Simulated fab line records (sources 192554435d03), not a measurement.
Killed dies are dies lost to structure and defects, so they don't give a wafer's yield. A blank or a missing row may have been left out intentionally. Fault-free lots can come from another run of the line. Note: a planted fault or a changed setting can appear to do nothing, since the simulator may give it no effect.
Comparing a struck lot with a sound one + flow n5Finfet + 15 out of 1938 route steps
Sound: wafers L511.3, L511.5, L511.6. Struck: wafer L522.6 (left out: L522.5, a lot-mate that was not struck); the cause follows at the end.
Order at every step that has rows: each side's tool, ch and its chambers, its first start. Under that, the readings that differ: sound wafers + struck wafers + difference of the means + sigmas: that difference in standard deviations of wafers without a fault.
alike: readings with means less than 2 such deviations apart, plus words and numbers identical on both sides. not compared: withheld readings, readings lacking a value on some wafer, bounds such as >300 that could conceal the same value, and numbers that have no deviation in the record and whose values overlap.
Wherever a step has rows on one side only, a row that says differs or no value, or a row with sigmas, the two part there. Non-overlapping numbers with no deviation appear without sigmas and do not part them. A reading that every wafer of one side lacks parts them only if that side has two wafers or more.

first, 8 steps without rows for these wafers: N5_MIM_BOT_LITHO_HMDS_01 (time 60 s); N5_MIM_BOT_LITHO_COAT_02; N5_MIM_BOT_LITHO_EBR_04; N5_MIM_BOT_LITHO_SOFTBAKE_03 (time 90 s); N5_MIM_BOT_LITHO_EXPOSE_05 (exposes mask MIM BOT); N5_MIM_BOT_LITHO_PEB_06; N5_MIM_BOT_LITHO_DEVELOP_07 (develop time 60 s); N5_MIM_BOT_LITHO_HARDBAKE_09 (time 120 s).
N5_MIM_BOT_LITHO_CD_MEAS_08: target cd 3000 nm.
  sound on cdSem-03 ch 0, day 12 19:38; struck on cdSem-02 ch 0, day 15 03:37
  alike: cdNm
N5_MIM_BOT_LITHO_OVL_MEAS_11:
  sound on overlay-01 ch 0, day 12 19:39; struck on overlay-01 ch 0, day 15 03:38
  alike: MIM_BOT_OVL
N5_MIM_BOT_LITHO_INSPECT_12: inspects for defects (macro).
  sound on defectInspect-01, day 12 19:41; struck on defectInspect-02, day 15 03:40
  alike: rawDefectCount
N5_MIM_BOT_LITHO_DESCUM_10: chemistry O2, time 7.9 s.
  sound on rieDiel-05 ch 0,3, day 12 19:43; struck on rieDiel-04 ch 2, day 15 03:43
| reading    | sound             | struck | difference | sigmas |
|------------|-------------------|--------|------------|--------|
| rfVppV (V) | 241.3 241.6 243.8 | 245.2  | +3.0       | +2     |
| tempC (C)  | 40.02 40.13 39.99 | 40.29  | +0.24      | +2     |
  alike: drypumpMotorCurrentA, oesProductAu, showerheadPlenumPTorr, throttleValvePct
  not compared: rfHoursCounterH
N5_MIM_BOT_ETCH_ETCH_04: etches SiNx in CF4/O2, target depth 26 nm, time 13 s.
  sound on rieDiel-05 ch 0,3, day 12 19:47; struck on rieDiel-04 ch 2, day 15 03:47
| reading                 | sound             | struck | difference | sigmas |
|-------------------------|-------------------|--------|------------|--------|
| model.etch.depthNm (nm) | 26.28 26.32 26.46 | 33.12  | +6.77      |        |
  alike: drypumpMotorCurrentA, oesProductAu, rfVppV, showerheadPlenumPTorr, throttleValvePct
  not compared: rfHoursCounterH
N5_MIM_BOT_ETCH_ETCH_03: etches the open film in Cl2/BCl3, target depth 12 nm.
  sound on rieMetal-01 ch 0,1, day 12 19:55; struck on rieMetal-03 ch 0, day 15 03:55
| reading             | sound             | struck | difference | sigmas |
|---------------------|-------------------|--------|------------|--------|
| bcl3FlowSccm (sccm) | 79.92 79.69 79.60 | 80.37  | +0.63      | +2     |
  alike: drypumpMotorCurrentA, oesProductAu, throttleValvePct
  not compared: rfHoursCounterH
N5_PASSIVATION_PROBE_49:
  sound on prober-01, day 13 04:23; struck on prober-02, day 15 12:17
| reading          | sound    | struck | difference | sigmas |
|------------------|----------|--------|------------|--------|
| killedAtContacts | 11 7 22  | 27     | +14        | +2     |
| killedOpen       | 58 53 63 | 93     | +35        | +2     |
  alike: defectLimitedYield, killed_at_M0_to_M3, killed_at_M4_up, killedAtFrontEnd, killedAtOther, killedDies, killedShort, sort_bin_5_function, sort_bin_6_memory, sort_bin_8_speed, sortNPass, sortYieldPct

## WHERE THEY PART
First at N5_MIM_BOT_LITHO_DESCUM_10; last, within this record, at N5_PASSIVATION_PROBE_49.

WHY: what had been put in by the simulator
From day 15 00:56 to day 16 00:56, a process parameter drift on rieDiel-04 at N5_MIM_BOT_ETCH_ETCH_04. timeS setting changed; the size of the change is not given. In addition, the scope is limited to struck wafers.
